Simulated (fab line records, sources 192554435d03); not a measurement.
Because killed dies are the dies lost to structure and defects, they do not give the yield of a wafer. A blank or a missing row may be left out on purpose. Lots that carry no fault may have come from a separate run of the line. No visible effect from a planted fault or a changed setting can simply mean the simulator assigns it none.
8D (eight disciplines) problem report, filled in by code -- flow n5-finfet -- the parts of the form that need people (team, actions taken, sign-off) are left out

== 1. THE ISSUE ==
Across 6 wafers from 2 lots, GATE_CUT_OVL at N5_GATE_CUT_OVL_MEAS_14 averages 5.5 nm, while fault-free wafers read -0.5 nm with a standard deviation of 0.64. Relative to the usual mean, that is a shift of +9.3 standard deviations.
First observed at day 9 22:56: wafer L638.3, on overlay-01. At this step, 27 wafers from 9 lots have a number in the record. By rule, "out" or "out of limits" means more than 4 standard deviations away from the usual mean. The other wafers with a number count as sound.

== 2. WHAT IT IS, WHAT IT ISN'T ==
question,is,is not
which readings at this step,GATE_CUT_OVL,-
which lots,"L638, L639","L619, L622, L623, L625, L626, L630, L640"
which wafers of those lots,all that have a number,-
read on which gauges,overlay-01,overlay-02
when,from day 9 22:56,up to then (18 sound wafers); but 3 sound wafers of L640 came after

== 3. WHAT RULES OUT EACH SUSPECT ==
Counting: any tool at a process step up to the reading is kept as a suspect provided that every lot that is out went through it and no sound lot did after the first of them.
- the gauge at N5_GATE_CUT_OVL_MEAS_14: kept. All the wafers that are out were read on overlay-01, and no step on other tools shows them out.
- rie-metal-02 at N5_GATE_CUT_ETCHBACK_30 (etches TiN in Cl2/Ar, target depth 3 nm): kept. Every lot that is out went through it, starting with L638 (day 9 19:09), and after that it ran no sound lot; the last sound lot it ran before then is L625 (day 6 07:29).
- euv-scanner-01 at N5_GATE_CUT_EXPOSE_10 (exposes mask GATE CUT, target cd 20 nm): kept. Every lot that is out went through it, starting with L638 (day 9 22:46), and after that it ran no sound lot; the last sound lot it ran before then is L630 (day 7 18:30).
Still standing after the count: rie-metal-02 at N5_GATE_CUT_ETCHBACK_30, euv-scanner-01 at N5_GATE_CUT_EXPOSE_10, overlay-01 at N5_GATE_CUT_OVL_MEAS_14.

== 4. THE CAUSE (what the simulator had put in) ==
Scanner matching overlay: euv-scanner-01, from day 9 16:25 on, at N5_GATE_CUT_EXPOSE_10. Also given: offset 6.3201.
3 suspects survive the count, and this tool is in that group.

== 5. THE EFFECT CHAIN, in route order ==
One row per reading whose mean, taken over the struck wafers that have a number, lies over 3 standard deviations from the usual. Only readings whose record carries a usual standard deviation are examined. hours: median over the lots of the time between each lot's start at the first step of this table that gives one and its start at this step. sigmas: the change, counted in usual standard deviations.
hours,step,reading,usual,on struck wafers,change,sigmas
0,N5_GATE_CUT_OVL_MEAS_14,GATE_CUT_OVL,-0.5 nm,5.5,+6.0,+9.3
Later steps that measure or inspect, where all struck wafers having a row at the step show a number for every such reading and not one has moved that far: N5_BEOL_M4_RC_MEAS_101.

== 6. HOW IT WOULD HAVE BEEN CAUGHT EARLIER ==
Counted from the fault's start at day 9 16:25, it took 7 hours until the first out-of-limits reading at a measuring or inspecting step in this record, taken at day 9 22:56.
An alarm limit of 4 standard deviations would not have fired on the tool readings at N5_GATE_CUT_EXPOSE_10 for which the record gives a usual standard deviation, since none of them was out on any struck wafer.
Lots out: 2; of these, L639 started N5_GATE_CUT_EXPOSE_10 on euv-scanner-01 after day 9 22:56. A hold on the tool at that time would have spared it.
